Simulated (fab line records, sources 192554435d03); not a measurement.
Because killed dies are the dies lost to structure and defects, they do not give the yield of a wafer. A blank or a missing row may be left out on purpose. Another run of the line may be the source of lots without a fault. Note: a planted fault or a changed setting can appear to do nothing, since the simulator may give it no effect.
Code-filled problem report in 8D (eight disciplines) form    flow n5_finfet    the parts of the form that need people (team, actions taken, sign-off) are left out
Where a reading is given only as a bound, like >300, the bound stands for it, and a mean or a difference that rests on one is marked > or <: the true number lies beyond.

== 1. THE ISSUE ==
raw_defect_count at N5_DUMMY_GATE_INSPECT_27 reads a mean of 1419 on 1 wafer of 1 lot; wafers without a fault read 316 with a standard deviation of 87. Relative to the usual mean, that is a shift of +13 standard deviations.
The step: inspects for defects (brightfield).
First observed at day 6 04:11: wafer L540.1, on defect_inspect-02. At this step, 24 wafers from 8 lots have a number in the record. Rule for "out", or "out of limits": more than 4 standard deviations from the usual mean. The rest of the wafers with a number are treated as sound.

== 2. WHAT THIS IS AND IS NOT ==
question                     is                 is not
which readings at this step  raw_defect_count   -
which lots                   L540               L527, L530, L534, L546, L548, L549, L550
which wafers of those lots   L540.1             L540.2, L540.5
read on which gauges         defect_inspect-02  defect_inspect-01
when                         from day 6 04:11   up to then (11 sound wafers); but 12 sound wafers of L546, L548, L549, L550 came after

== 3. SUSPECTS, AND WHAT RULES EACH OUT ==
Counting: if a tool at a process step up to the reading ran every lot that is out, it stays a suspect. Sound lots after the first of them don't rule it out here, since some wafers of a struck lot are sound.
- the gauge at N5_DUMMY_GATE_INSPECT_27 is ruled out. All the wafers that are out were read on defect_inspect-02, but those of them that N5_PASSIVATION_PROBE_49 has rows for are out there too, on other tools.
- rie_diel-02 at N5_DUMMY_GATE_ETCH_37 (etches SOC in N2/H2, target depth 60 nm, overetch 30 nm): kept. The lot that is out, L540, ran on it at day 6 03:10; the last sound lot it ran before that was L530, at day 3 16:42.
- rie_diel-02 at N5_DUMMY_GATE_STRIP_40 (strips in CF4): kept. The lot that is out, L540, ran on it at day 6 03:21; the last sound lot it ran before that was L530, at day 3 17:08.
- rie_diel-02 at N5_DUMMY_GATE_HM_OPEN_21 (chemistry CH3F/O2, target SiNx, target depth 120 nm, time 171.4 s): kept. It ran the lot that is out, L540 (day 6 03:32).
- Within rie_diel-02 at N5_DUMMY_GATE_ETCH_37: the wafers that are out ran in chamber 1; their sound lot-mates ran in chamber 0.
- In rie_diel-02 at N5_DUMMY_GATE_STRIP_40, the wafers that are out were processed in chamber 2 and their sound lot-mates in chambers 0, 1.
Left after counting: rie_diel-02 at N5_DUMMY_GATE_ETCH_37, rie_diel-02 at N5_DUMMY_GATE_STRIP_40, rie_diel-02 at N5_DUMMY_GATE_HM_OPEN_21.

== 4. THE CAUSE (what the simulator had put in) ==
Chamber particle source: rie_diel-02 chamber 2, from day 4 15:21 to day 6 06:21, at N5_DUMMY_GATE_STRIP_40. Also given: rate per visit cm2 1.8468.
This tool is one of the 3 suspects left after counting.

== 5. SEQUENCE OF EFFECTS, ordered by route ==
Each row: a reading whose mean over the struck wafers that have a number lies more than 3 standard deviations from the usual. Only readings for which the record gives a usual standard deviation are gone through. hours: the time from each lot's start at the first step in this table that gives one to its start at this step, as a median over the lots. sigmas: the change in usual standard deviations.
hours  step                      reading               usual   on struck wafers  change  sigmas
0      N5_DUMMY_GATE_INSPECT_27  raw_defect_count      316     1419              +1103   +13
2      N5_SD_EPI_N_INSPECT_11    raw_defect_count      2.3     >300              >+298   +99 or more
233    N5_PASSIVATION_PROBE_49   defect_limited_yield  91.0 %  86.1              -4.9    -3.8
233    N5_PASSIVATION_PROBE_49   killed_at_front_end   43      113               +70     +6.4
233    N5_PASSIVATION_PROBE_49   killed_dies           106     164               +58     +3.9
233    N5_PASSIVATION_PROBE_49   killed_on_rim         14      37                +23     +5.9
233    N5_PASSIVATION_PROBE_49   sort_bin_5_function   5.3 %   8.0               +2.7    +3.1
233    N5_PASSIVATION_PROBE_49   sort_n_pass           1074    1016              -58     -3.9
233    N5_PASSIVATION_PROBE_49   sort_yield_pct        91.0 %  86.1              -4.9    -3.8
Its process steps:
- N5_PASSIVATION_PROBE_49
Later measuring or inspecting steps at which every struck wafer that the step has a row for has a number for every such reading, and none has moved that far: N5_SD_EPI_N_CD_MEAS_09, N5_BEOL_M4_RC_MEAS_101.

== 6. HOW IT WOULD HAVE BEEN CAUGHT EARLIER ==
Counted from the fault's start at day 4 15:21, it took 37 hours until the first out-of-limits reading at a measuring or inspecting step in this record, taken at day 6 04:11.
No tool reading at N5_DUMMY_GATE_STRIP_40 that has a usual standard deviation in the record was out on any struck wafer, so an alarm limit of 4 standard deviations on those readings would not have fired.
By day 6 04:11 the whole set of lots that are out, 1 in number, had already begun N5_DUMMY_GATE_STRIP_40 on rie_diel-02. Tool hold at that time: it would have spared none of them.
